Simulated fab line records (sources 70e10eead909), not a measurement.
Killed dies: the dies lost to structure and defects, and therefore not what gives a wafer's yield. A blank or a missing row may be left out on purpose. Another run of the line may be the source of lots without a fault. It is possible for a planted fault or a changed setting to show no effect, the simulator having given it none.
Comparing a struck lot with a sound one | flow nand-harc | 15 out of 1159 route steps
Sound: the wafers L705.2, L705.4, L705.6. Struck: wafer L706.4 (left out: L706.5, L706.6 of the same lot, which were not struck); the cause appears at the end.
For every step that has rows: the tool of each side, followed by ch and its chambers, followed by its first start. Under that, the readings that differ: sound wafers | struck wafers | difference of the means | sigmas: that difference in standard deviations of wafers without a fault.
alike: a reading whose means differ by less than 2 such deviations, as well as words and numbers matching on both sides. not compared: withheld readings; readings where some wafer has no value; bounds like >300 that might hide an equal value; numbers whose values overlap and for which the record gives no deviation.
The two part at a step that has a row with sigmas, a row that says differs or no value, or rows on one side only. Numbers that don't overlap but have no deviation are shown without sigmas and don't part them. A reading that every wafer of one side lacks parts them only if that side has two wafers or more.

first, 1 step without rows for these wafers: NHARC_A_ONON_D1_DEP_06 (target thk 1000 nm).
NHARC_A_ONON_D1_THK_MEAS_08: measures by ellipsometry.
  sound: film-metro-02 at day 12 16:35; struck: film-metro-02 at day 13 01:59
  alike: thk-nm
then, no rows for these wafers at 1 step: NHARC_A_ONON_D1_DEP_09 (target thk 1000 nm).
NHARC_A_ONON_D1_THK_MEAS_11: measures by ellipsometry.
  sound: film-metro-02 at day 12 17:09; struck: film-metro-02 at day 13 02:33
  alike: thk-nm
then, no rows for these wafers at 1 step: NHARC_A_ONON_D1_DEP_12 (target thk 1000 nm).
NHARC_A_ONON_D1_THK_MEAS_14: measures by ellipsometry.
  sound: film-metro-02 at day 12 17:43; struck: film-metro-02 at day 13 03:07
  alike: thk-nm
then, 2 steps without rows for these wafers: NHARC_A_ONON_D1_ANNEAL_15 (time 3600 s); NHARC_A_ONON_D1_DEP_16 (target thk 1000 nm).
NHARC_A_ONON_D1_THK_MEAS_18: measures by ellipsometry.
  sound: film-metro-01 at day 13 01:44; struck: film-metro-02 at day 13 11:22
  alike: thk-nm
then, no rows for these wafers at 1 step: NHARC_A_ONON_D1_DEP_19 (target thk 1000 nm).
NHARC_A_ONON_D1_THK_MEAS_21: measures by ellipsometry.
  sound: film-metro-02 at day 13 02:19; struck: film-metro-02 at day 13 11:55
  reading     | sound       | struck | difference | sigmas
  thk-nm (nm) | 984 986 984 | 1005   | +20        | +2
NHARC_A_ONON_D1_DEP_22: target thk 1000 nm.
  sound on pecvd-onon-01 ch 0, day 13 02:26; struck on pecvd-onon-03 ch 0, day 13 12:09
  alike: n2-flow-sccm, sih4-flow-sccm
NHARC_A_ONON_D1_THK_MEAS_24: measures by ellipsometry.
  sound: film-metro-01 at day 13 02:53; struck: film-metro-02 at day 13 12:29
  reading     | sound       | struck | difference | sigmas
  thk-nm (nm) | 992 990 991 | 1752   | +761       | +81
then, no rows for these wafers at 1 step: NHARC_A_ONON_D1_DEP_25 (target thk 1000 nm).
-- break in the record here, with 12 days between the starts of the struck wafers on either side (left off in module A_ONON_D1, picked up again in module END, where the first step shown is number 1159 on the route) --
NHARC_END_SORT_01:
  here the record holds rows for the struck wafers (prober-02 ch 0, day 25 02:11) but none for the sound ones

== WHERE THEY PART ==
First at NHARC_A_ONON_D1_THK_MEAS_21; last, within this record, at NHARC_END_SORT_01.

WHY: what had been put in by the simulator
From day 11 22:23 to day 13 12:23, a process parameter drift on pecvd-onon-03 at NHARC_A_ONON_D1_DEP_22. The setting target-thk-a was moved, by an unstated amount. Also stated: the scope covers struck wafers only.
